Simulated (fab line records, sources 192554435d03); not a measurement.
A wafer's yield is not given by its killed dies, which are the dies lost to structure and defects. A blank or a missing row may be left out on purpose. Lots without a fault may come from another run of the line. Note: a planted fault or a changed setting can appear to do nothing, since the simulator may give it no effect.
Matching of chambers ; flow n5Finfet ; 4 sister chambers for N5_BEOL_M7_ETCH_66 on rieDiel-03
The step etches SOC in N2/H2, target depth 80 nm, overetch 16 nm, time 120 s. 14 wafers are shown with their chamber, then 7 later ones without.

WAFERS PAIRED WITH THEIR CHAMBERS
wafer;chamber;drypumpMotorCurrentA (A);showerheadPlenumPTorr (Torr);throttleValvePct (%)
L163.3;3;5.3;2.50;17.73
L163.4;0;6.7;2.49;17.75
L163.5;2;5.3;2.45;18.07
L164.1;0;6.6;2.49;17.73
L164.2;2;5.3;2.45;18.10
L164.6;2;5.3;2.45;18.09
L167.1;0;6.7;2.49;17.74
L167.3;2;5.3;2.45;18.10
L167.6;0;6.7;2.49;17.74
L166.2;1;5.9;2.64;18.21
L166.3;2;5.3;2.45;18.09
L166.4;3;5.3;2.50;17.73
L179.1;0;6.7;2.48;17.78
L179.5;2;5.3;2.44;18.15

SIGNATURES (averages over the wafers above)
reading;chamber 0;chamber 1;chamber 2;chamber 3;scatter within a chamber
drypumpMotorCurrentA;6.680;5.900;5.300;5.300;0.0283
showerheadPlenumPTorr;2.4880;2.6400;2.4483;2.5000;0.00404
throttleValvePct;17.7480;18.2100;18.1000;17.7300;0.0225
Rule: for a wafer and a chamber, the distance is found by dividing, reading by reading, the gap between the wafer's reading and the chamber's mean by the reading's scatter, squaring, summing and taking the root. The wafer belongs to the nearest chamber; if the next one is less than 2 further off, it can't be placed. The scatter is the square root of a quotient: the sum, over the shown wafers, of each reading's squared deviation from its chamber's mean, divided by wafers minus chambers.

WAFERS WHOSE CHAMBER IS MISSING
wafer;drypumpMotorCurrentA (A);showerheadPlenumPTorr (Torr);throttleValvePct (%)
L179.6;5.4;2.49;17.78
L178.2;5.3;2.49;17.76
L178.4;6.0;2.64;18.25
L178.6;6.6;2.48;17.77
L180.2;5.3;2.44;18.13
L180.4;6.6;2.48;17.79
L180.6;5.3;2.44;18.12

THE CHAMBER EACH PASSED THROUGH
wafer;from the rows above;in truth
L179.6;3;3
L178.2;3;3
L178.4;1;1
L178.6;0;0
L180.2;2;2
L180.4;0;0
L180.6;2;2
7 of 7 placed correctly. Not placeable from these rows: 0. Wrongly placed: 0.
